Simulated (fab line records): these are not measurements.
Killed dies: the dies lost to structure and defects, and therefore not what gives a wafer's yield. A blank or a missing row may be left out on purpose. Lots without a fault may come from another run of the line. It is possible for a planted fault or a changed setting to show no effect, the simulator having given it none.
Chamber matching || flow nand-harc || NHARC_A_BLC_STRIP_21 on rie-diel-03 has 4 sister chambers
The step strips in O2. 4 wafers are shown with their chamber, then 12 later ones without.

== WAFERS, EACH WITH ITS CHAMBER ==
{"wafer": "L081.1", "chamber": 0, "showerhead-plenum-p-Torr (Torr)": 3.53}
{"wafer": "L081.2", "chamber": 3, "showerhead-plenum-p-Torr (Torr)": 3.39}
{"wafer": "L087.1", "chamber": 2, "showerhead-plenum-p-Torr (Torr)": 3.61}
{"wafer": "L087.6", "chamber": 1, "showerhead-plenum-p-Torr (Torr)": 3.43}

== WAFERS MISSING THEIR CHAMBER ==
{"wafer": "L092.3", "showerhead-plenum-p-Torr (Torr)": 3.38}
{"wafer": "L092.4", "showerhead-plenum-p-Torr (Torr)": 3.43}
{"wafer": "L092.6", "showerhead-plenum-p-Torr (Torr)": 3.53}
{"wafer": "L097.1", "showerhead-plenum-p-Torr (Torr)": 3.38}
{"wafer": "L097.2", "showerhead-plenum-p-Torr (Torr)": 3.43}
{"wafer": "L097.5", "showerhead-plenum-p-Torr (Torr)": 3.38}
{"wafer": "L096.1", "showerhead-plenum-p-Torr (Torr)": 3.61}
{"wafer": "L096.3", "showerhead-plenum-p-Torr (Torr)": 3.43}
{"wafer": "L096.6", "showerhead-plenum-p-Torr (Torr)": 3.53}
{"wafer": "L095.3", "showerhead-plenum-p-Torr (Torr)": 3.61}
{"wafer": "L095.4", "showerhead-plenum-p-Torr (Torr)": 3.38}
{"wafer": "L095.6", "showerhead-plenum-p-Torr (Torr)": 3.53}

== CHAMBER TAKEN BY EACH ==
{"wafer": "L092.3", "from the rows above": 3, "in truth": 3}
{"wafer": "L092.4", "from the rows above": 1, "in truth": 1}
{"wafer": "L092.6", "from the rows above": 0, "in truth": 0}
{"wafer": "L097.1", "from the rows above": 3, "in truth": 3}
{"wafer": "L097.2", "from the rows above": 1, "in truth": 1}
{"wafer": "L097.5", "from the rows above": 3, "in truth": 3}
{"wafer": "L096.1", "from the rows above": 2, "in truth": 2}
{"wafer": "L096.3", "from the rows above": 1, "in truth": 1}
{"wafer": "L096.6", "from the rows above": 0, "in truth": 0}
{"wafer": "L095.3", "from the rows above": 2, "in truth": 2}
{"wafer": "L095.4", "from the rows above": 3, "in truth": 3}
{"wafer": "L095.6", "from the rows above": 0, "in truth": 0}
12 of 12 placed correctly. Not placeable from these rows: 0. Placed wrongly: 0.
How it was worked out, from the rows above alone: a wafer's distance from a chamber is the root of the sum, over the readings, of the square of ((its reading less the chamber's mean) divided by the reading's scatter). The wafer belongs to the nearest chamber; if the next one is less than 2 further off, it can't be placed. For every chamber, the mean is computed from those of its wafers that are shown. The scatter: root of mean squared gap, hidden wafer to nearest shown wafer, with one shown wafer a chamber.
